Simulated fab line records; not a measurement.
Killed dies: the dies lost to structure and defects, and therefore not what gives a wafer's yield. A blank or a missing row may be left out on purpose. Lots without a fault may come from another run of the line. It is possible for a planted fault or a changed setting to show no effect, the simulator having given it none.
Split-lot study -- flow n5 finfet -- 39 wafers read across 7 lots, on a route 1938 steps long

## ABOUT THE SPLIT
At N5_BEOL_M6_VIA_ETCH_34 (etches SiCOH lowk in C4F6/O2, target depth 126.3 nm, time 50.9 s), the setting time s was moved away from the recipe's 50.9 s on 12 of the 39 wafers read, by +27.4% to +43.5%. All remaining wafers had this setting at the recipe value.

The split's own step is where the reading is taken.

## THE READING
SOC_of_BEOL_M6_COAT_63.thk nm (the simulator's own value, which no gauge read), in nm, at N5_BEOL_M6_VIA_ETCH_34 (etches SiCOH lowk in C4F6/O2, target depth 126.3 nm, time 50.9 s). No usual value for it is given in the file. Here, 27 wafers ran the recipe; their average is 53.9 nm with a standard deviation of 0.25 nm.

wafer,"tool, chamber at the split","time s as run, s",against the recipe,"SOC_of_BEOL_M6_COAT_63.thk nm, nm",against lot-mates on the recipe
L076.1,"rie diel-06, 1",50.9,recipe,54,-
L076.2,"rie diel-06, 3",50.9,recipe,54,-
L076.3,"rie diel-06, 2",50.9,recipe,53.6,-
L076.4,"rie diel-06, 2",64.87,+27.4%,52,-1.9
L076.5,"rie diel-06, 3",64.87,+27.4%,52.2,-1.7
L076.6,"rie diel-06, 1",64.87,+27.4%,52.2,-1.7
L079.1,"rie diel-06, 1",50.9,recipe,54,-
L079.2,"rie diel-06, 2",67.69,+33.0%,51.8,-2.3
L079.3,"rie diel-06, 3",67.69,+33.0%,52.2,-1.9
L079.4,"rie diel-06, 3",50.9,recipe,54.2,-
L079.5,"rie diel-06, 1",67.69,+33.0%,52.2,-1.9
L079.6,"rie diel-06, 2",50.9,recipe,54,-
L083.2,"rie diel-01, 0",50.9,recipe,54.4,-
L083.5,"rie diel-01, 1",50.9,recipe,54.2,-
L083.6,"rie diel-01, 0",50.9,recipe,54.2,-
L088.1,"rie diel-06, 1",50.9,recipe,53.8,-
L088.2,"rie diel-06, 2",50.9,recipe,53.8,-
L088.3,"rie diel-06, 0",50.9,recipe,54,-
L088.4,"rie diel-06, 3",50.9,recipe,54.2,-
L088.5,"rie diel-06, 2",50.9,recipe,53.8,-
L088.6,"rie diel-06, 3",50.9,recipe,54.2,-
L092.1,"rie diel-01, 0",50.9,recipe,54,-
L092.2,"rie diel-01, 1",50.9,recipe,53.6,-
L092.3,"rie diel-01, 3",50.9,recipe,53.6,-
L092.4,"rie diel-01, 2",50.9,recipe,54,-
L092.5,"rie diel-01, 1",50.9,recipe,53.6,-
L092.6,"rie diel-01, 0",50.9,recipe,53.8,-
L095.1,"rie diel-06, 2",50.9,recipe,53.6,-
L095.2,"rie diel-06, 0",72.47,+42.4%,51.4,-2.3
L095.3,"rie diel-06, 1",50.9,recipe,53.6,-
L095.4,"rie diel-06, 3",72.47,+42.4%,51.2,-2.5
L095.5,"rie diel-06, 3",50.9,recipe,53.8,-
L095.6,"rie diel-06, 2",72.47,+42.4%,51,-2.7
L097.1,"rie diel-06, 2",50.9,recipe,54.2,-
L097.2,"rie diel-06, 0",73.03,+43.5%,51.6,-2.6
L097.3,"rie diel-06, 1",73.03,+43.5%,51.6,-2.6
L097.4,"rie diel-06, 3",50.9,recipe,54.4,-
L097.5,"rie diel-06, 1",73.03,+43.5%,51.6,-2.6
L097.6,"rie diel-06, 2",50.9,recipe,54,-

THE FIT
A straight line over all 39 wafers: SOC_of_BEOL_M6_COAT_63.thk nm changes by -0.0596 nm for each +1% of time s; r = -0.97; the points scatter about the line by 0.25 nm.
The same after taking each lot's own level away (the mean of its wafers on the recipe; 39 wafers): -0.0598 nm for each +1%; r = -0.99; scatter 0.16 nm.
The reading moves by 2.6 nm for the largest change in time s, on that fit.
The span of the lots' own levels, 53.67 to 54.27 nm, comes to 2.4 times the standard deviation stated above.
The two slopes are in agreement: the lot-to-lot level therefore moves the slope only a little.
Check: -2.6 nm against its lot-mates is what the line predicts for one of the wafers moved furthest among these (+43.5%) when that wafer is left out of the fit. Against them it came out at -2.6 nm.

## THE OTHER SPLITS THESE WAFERS WENT THROUGH
Note: prior to the reading, these wafers also went through further splits. Each is held against what the fit with the lots' levels taken away leaves over:
other split on the same wafers,wafers away from the commonest value,r with SOC_of_BEOL_M6_COAT_63.thk nm (lot level and that fit taken away)
N5_BEOL_M0_SAQP_SPACER2_ALD_26 target thk a,9,+0.49
N5_BEOL_M2_ILD_DEP_00 time s,15,+0.11
N5_BEOL_M5_HM_DEP_02 target thk a,12,-0.03

## THE WHOLE CHAIN: every reading that the file lists as answering this split, in the file's order
step,what it does,reading,change (the file's fit),r (the file's)
N5_BEOL_M6_VIA_ETCH_34,"etches SiCOH lowk in C4F6/O2, target depth 126.3 nm, time 50.9 s","etch.depth nm (the simulator's own value, which no gauge read)",+1.24 nm for each +1% of the setting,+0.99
N5_BEOL_M6_VIA_ETCH_34,"etches SiCOH lowk in C4F6/O2, target depth 126.3 nm, time 50.9 s","SOC_of_BEOL_M6_COAT_63.thk nm (the simulator's own value, which no gauge read)",-0.0599 nm for each +1% of the setting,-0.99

## FILE'S OWN FIT
SOC_of_BEOL_M6_COAT_63.thk nm changes by -0.0599 nm for each +1% of time s, r = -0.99.
